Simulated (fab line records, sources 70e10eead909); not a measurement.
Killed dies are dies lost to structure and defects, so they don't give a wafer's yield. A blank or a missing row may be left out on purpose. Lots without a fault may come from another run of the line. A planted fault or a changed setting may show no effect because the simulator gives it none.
Which tool did it? | flow nand_harc | 24 lots, 72 wafers sampled, at 5 steps of a route of 1302

WHAT THE GAUGES READ, wafer by wafer
NHARC_A_CONTACT_INSPECT_71. Usual: raw_defect_count 79, standard deviation 38.
lot  | measured     | on                | raw_defect_count | flag
L074 | day 21 16:37 | defect_inspect-02 | 67 71 81         |
L075 | day 22 13:13 | defect_inspect-01 | 169 146 160      |
L076 | day 22 13:46 | defect_inspect-02 | 21 21 13         |
L077 | day 23 05:19 | defect_inspect-02 | 99 112 96        |
L078 | day 23 12:15 | defect_inspect-02 | 54 57 49         |
L079 | day 24 16:19 | defect_inspect-02 | 97 86 102        |
L080 | day 24 19:23 | defect_inspect-01 | 125 97 127       |
L081 | day 25 08:12 | defect_inspect-02 | 65 63 75         |
L082 | day 25 08:21 | defect_inspect-02 | 121 128 103      |
L083 | day 26 03:01 | defect_inspect-02 | 140 142 138      |
L084 | day 26 08:26 | defect_inspect-01 | 49 70 65         |
L085 | day 26 09:31 | defect_inspect-02 | 100 87 96        |
L086 | day 26 16:20 | defect_inspect-01 | 14 15 14         |
L087 | day 27 05:41 | defect_inspect-01 | 99 101 71        |
L088 | day 27 21:35 | defect_inspect-02 | 88 101 95        |
L089 | day 28 01:32 | defect_inspect-01 | 100 94 96        |
L090 | day 28 04:47 | defect_inspect-02 | 23 27 27         |
L091 | day 29 20:01 | defect_inspect-02 | 117 117 113      |
L092 | day 29 20:37 | defect_inspect-02 | 83 84 71         |
L093 | day 30 03:29 | defect_inspect-01 | 35 35 31         |
L094 | day 30 03:37 | defect_inspect-01 | 54 72 82         |
L095 | day 30 23:14 | defect_inspect-02 | 13 21 18         |
L097 | day 31 12:26 | defect_inspect-02 | 108 92 95        |
L096 | day 31 15:37 | defect_inspect-01 | 58 52 52         |

WHICH TOOL RAN EACH LOT (tool, then ch and the chambers of the sampled wafers, then the start)
lot  | NHARC_A_CONTACT_ETCH_111             | NHARC_A_CONTACT_ETCH_114             | NHARC_A_CONTACT_ETCH_96                       | NHARC_A_CONTACT_DEP_58
L074 | har_cap_etch-03 ch 0,1, day 21 05:10 | har_cap_etch-03 ch 0,1, day 21 05:41 | rie_diel-04 ch 1,2,3, day 21 15:46 or earlier | pecvd-02 ch 0,1, day 21 15:46
L075 | har_cap_etch-02 ch 0,1, day 22 05:01 | har_cap_etch-02 ch 0,1, day 22 05:33 | rie_diel-08 ch 0,1, day 22 12:30 or earlier   | pecvd-02 ch 1,2, day 22 12:30
L076 | har_cap_etch-03 ch 0,1, day 22 05:20 | har_cap_etch-03 ch 0,1, day 22 05:53 | rie_diel-07 ch 0,1, day 22 12:56 or earlier   | pecvd-01 ch 0,1,2, day 22 12:56
L077 | har_cap_etch-03 ch 0,1, day 22 17:41 | har_cap_etch-03 ch 0,1, day 22 18:14 | rie_diel-04 ch 0,1, day 23 04:39 or earlier   | pecvd-03 ch 1,2, day 23 04:39
L078 | har_cap_etch-03 ch 0,1, day 23 04:01 | har_cap_etch-03 ch 0,1, day 23 04:32 | rie_diel-07 ch 2,3, day 23 11:26 or earlier   | pecvd-02 ch 0,1,2, day 23 11:26
L079 | har_cap_etch-01 ch 0,1, day 24 02:56 | har_cap_etch-01 ch 0,1, day 24 03:27 | rie_diel-04 ch 1,2,3, day 24 06:16            | pecvd-03 ch 0,2, day 24 15:31
L080 | har_cap_etch-03 ch 0,1, day 24 06:24 | har_cap_etch-03 ch 0,1, day 24 06:56 | rie_diel-08 ch 0,2, day 24 18:40 or earlier   | pecvd-03 ch 0,2, day 24 18:40
L081 | har_cap_etch-03 ch 1, day 24 21:27   | har_cap_etch-03 ch 1, day 24 22:04   | rie_diel-08 ch 0,2, day 25 07:21 or earlier   | pecvd-02 ch 0,2, day 25 07:21
L082 | har_cap_etch-02 ch 0,1, day 24 22:17 | har_cap_etch-02 ch 0,1, day 24 22:49 | rie_diel-07 ch 0,2,3, day 25 07:28 or earlier | pecvd-01 ch 0,1,2, day 25 07:28
L083 | har_cap_etch-02 ch 0,1, day 25 14:56 | har_cap_etch-02 ch 0,1, day 25 15:29 | rie_diel-08 ch 1,2, day 26 02:13 or earlier   | pecvd-02 ch 0,2, day 26 02:13
L084 | har_cap_etch-02 ch 0,1, day 25 23:08 | har_cap_etch-02 ch 0,1, day 25 23:40 | rie_diel-08 ch 0,2, day 26 07:35 or earlier   | pecvd-01 ch 0,1,2, day 26 07:35
L085 | har_cap_etch-03 ch 0,1, day 25 23:59 | har_cap_etch-03 ch 0,1, day 26 00:31 | rie_diel-04 ch 0,1, day 26 03:13              | pecvd-01 ch 0,2, day 26 08:43
L086 | har_cap_etch-02 ch 0,1, day 26 07:09 | har_cap_etch-02 ch 0,1, day 26 07:41 | rie_diel-04 ch 1,2, day 26 15:31 or earlier   | pecvd-02 ch 0,1, day 26 15:31
L087 | har_cap_etch-02 ch 0,1, day 26 21:15 | har_cap_etch-02 ch 0,1, day 26 21:47 | rie_diel-08 ch 0,1,3, day 27 04:53 or earlier | pecvd-02 ch 0,1,2, day 27 04:53
L088 | har_cap_etch-02 ch 0,1, day 27 10:35 | har_cap_etch-02 ch 0,1, day 27 11:07 | rie_diel-08 ch 1,2,3, day 27 13:45            | pecvd-01 ch 0,1,2, day 27 20:49
L089 | har_cap_etch-01 ch 0,1, day 27 17:13 | har_cap_etch-01 ch 0,1, day 27 17:46 | rie_diel-07 ch 0,2,3, day 28 00:42 or earlier | pecvd-01 ch 1,2, day 28 00:42
L090 | har_cap_etch-02 ch 0,1, day 27 20:34 | har_cap_etch-02 ch 0,1, day 27 21:06 | rie_diel-08 ch 0,2,3, day 28 03:59 or earlier | pecvd-02 ch 1,2, day 28 03:59
L091 | har_cap_etch-01 ch 0,1, day 29 09:00 | har_cap_etch-01 ch 0,1, day 29 09:32 | rie_diel-08 ch 1,2,3, day 29 19:13 or earlier | pecvd-01 ch 1,2, day 29 19:13
L092 | har_cap_etch-03 ch 0,1, day 29 10:08 | har_cap_etch-03 ch 0,1, day 29 10:41 | rie_diel-08 ch 0,2,3, day 29 19:44 or earlier | pecvd-01 ch 0,1,2, day 29 19:44
L093 | har_cap_etch-02 ch 0,1, day 29 19:13 | har_cap_etch-02 ch 0,1, day 29 19:46 | rie_diel-07 ch 1,2,3, day 30 02:41 or earlier | pecvd-01 ch 0,2, day 30 02:41
L094 | har_cap_etch-01 ch 0,1, day 29 19:28 | har_cap_etch-01 ch 0,1, day 29 20:00 | rie_diel-08 ch 0,1, day 30 02:57 or earlier   | pecvd-02 ch 0,1, day 30 02:57
L095 | har_cap_etch-01 ch 1, day 30 14:58   | har_cap_etch-01 ch 1, day 30 15:30   | rie_diel-08 ch 0,1,2, day 30 22:25 or earlier | pecvd-01 ch 0,1,2, day 30 22:25
L097 | har_cap_etch-02 ch 0,1, day 31 03:24 | har_cap_etch-02 ch 0,1, day 31 03:56 | rie_diel-04 ch 1,3, day 31 06:37              | pecvd-01 ch 1,2, day 31 11:35
L096 | har_cap_etch-01 ch 0,1, day 31 06:36 | har_cap_etch-01 ch 0,1, day 31 07:08 | rie_diel-07 ch 0,1,2, day 31 14:46 or earlier | pecvd-02 ch 0,1,2, day 31 14:46
- NHARC_A_CONTACT_ETCH_111: etches the open film in C4F8/O2/Ar, time 140 s, target depth 700 nm.
- NHARC_A_CONTACT_ETCH_114: etches the open film in C4F8/O2/Ar, time 190 s, target depth 1850 nm.
- NHARC_A_CONTACT_ETCH_96: etches the open film in C4F6/O2, target depth 20 nm, time 10 s.
- NHARC_A_CONTACT_DEP_58: deposits SiON, target thk 90 nm.

WHAT THE TOOLS THEMSELVES READ (means of the sampled wafers that have a number; where no wafer has one, the mark that the record gives instead)
NHARC_A_CONTACT_ETCH_96. Usual: drypump_motor_current_A 5.7 A, standard deviation 0.45; mfc_ar_sccm 499.6 sccm, standard deviation 1.3; oes_product_au 0.973 a.u., standard deviation 0.028; rf_vpp_V 547 V, standard deviation 3.1; showerhead_plenum_p_Torr 3.94 Torr, standard deviation 0.14; throttle_valve_pct 26.904 %, standard deviation 0.0095.
lot  | tool        | drypump_motor_current_A (A) | mfc_ar_sccm (sccm) | oes_product_au (a.u.) | rf_vpp_V (V) | showerhead_plenum_p_Torr (Torr) | throttle_valve_pct (%) | flag
L074 | rie_diel-04 | 5.6                         | 499.1              | 0.948                 | 549          | 4.01                            | 26.901                 |
L075 | rie_diel-08 | 6.1                         | 497.9              | 0.990                 | 549          | 3.99                            | 26.899                 |
L076 | rie_diel-07 | 5.7                         | 500.0              | 0.957                 | 550          | 4.11                            | 26.904                 |
L077 | rie_diel-04 | 5.7                         | 500.4              | 0.954                 | 551          | 4.11                            | 26.909                 |
L078 | rie_diel-07 | 5.3                         | 499.0              | 0.938                 | 550          | 4.02                            | 26.910                 |
L079 | rie_diel-04 | 5.6                         | 500.2              | 0.968                 | 548          | 3.99                            | 26.903                 |
L080 | rie_diel-08 | 5.9                         | 499.3              | 0.946                 | 545          | 3.87                            | 26.905                 |
L081 | rie_diel-08 | 5.9                         | 500.0              | 1.000                 | 546          | 3.87                            | 26.903                 |
L082 | rie_diel-07 | 5.3                         | 499.2              | 1.002                 | 548          | 3.97                            | 26.903                 |
L083 | rie_diel-08 | 5.6                         | 499.5              | 0.990                 | 547          | 3.91                            | 26.916                 |
L084 | rie_diel-08 | 6.3                         | 499.6              | 0.943                 | 547          | 3.93                            | 26.895                 |
L085 | rie_diel-04 | 5.6                         | 499.3              | 0.995                 | 550          | 4.09                            | 26.903                 |
L086 | rie_diel-04 | 5.6                         | 499.3              | 0.930                 | 548          | 3.98                            | 26.907                 |
L087 | rie_diel-08 | 6.0                         | 500.1              | 1.006                 | 547          | 3.90                            | 26.901                 |
L088 | rie_diel-08 | 5.5                         | 500.4              | 0.952                 | 545          | 3.82                            | 26.908                 |
L089 | rie_diel-07 | 5.3                         | 497.5              | 0.940                 | 547          | 3.95                            | 26.900                 |
L090 | rie_diel-08 | 5.9                         | 499.4              | 0.980                 | 545          | 3.84                            | 26.896                 |
L091 | rie_diel-08 | 5.5                         | 498.4              | 0.943                 | 545          | 3.82                            | 26.900                 |
L092 | rie_diel-08 | 5.8                         | 499.9              | 1.002                 | 544          | 3.84                            | 26.906                 |
L093 | rie_diel-07 | 5.5                         | 500.0              | 0.998                 | 549          | 3.99                            | 26.902                 |
L094 | rie_diel-08 | 6.5                         | 500.4              | 1.005                 | 548          | 3.99                            | 26.896                 |
L095 | rie_diel-08 | 6.0                         | 500.0              | 0.948                 | 546          | 3.91                            | 26.904                 |
L097 | rie_diel-04 | 5.5                         | 499.0              | 1.001                 | 549          | 4.01                            | 26.898                 |
L096 | rie_diel-07 | 5.4                         | 500.4              | 0.972                 | 548          | 3.94                            | 26.898                 |

NHARC_A_CONTACT_DEP_58. Usual: heater_power_w 742 W, standard deviation 86.
lot  | tool     | heater_power_w (W) | flag
L074 | pecvd-02 | 819                |
L075 | pecvd-02 | 748                |
L076 | pecvd-01 | 772                |
L077 | pecvd-03 | 680                |
L078 | pecvd-02 | 705                |
L079 | pecvd-03 | 716                |
L080 | pecvd-03 | 643                |
L081 | pecvd-02 | 734                |
L082 | pecvd-01 | 766                |
L083 | pecvd-02 | 767                |
L084 | pecvd-01 | 742                |
L085 | pecvd-01 | 748                |
L086 | pecvd-02 | 796                |
L087 | pecvd-02 | 735                |
L088 | pecvd-01 | 718                |
L089 | pecvd-01 | 785                |
L090 | pecvd-02 | 810                |
L091 | pecvd-01 | 683                |
L092 | pecvd-01 | 728                |
L093 | pecvd-01 | 698                |
L094 | pecvd-02 | 764                |
L095 | pecvd-01 | 797                |
L097 | pecvd-01 | 643                |
L096 | pecvd-02 | 752                |

THE ANSWER, worked out from the rows above alone
Rule: a lot is off if the mean of its wafers that have a number lies more than 3 standard deviations from the usual mean. A lot without any number at a reading at which 4 lots or more have one is off too. The other lots that the step has rows for count as sound. The gauges are gone through in route order, then the tools' own readings, and for those a lot's mean is taken as printed above. The first step at which some lot is off is used, and at that step the reading that is off furthest; a lot without a number counts as furthest.
No lot is off at any reading shown: from this, nothing can be told.

WHAT THE SIMULATOR HAD PUT IN
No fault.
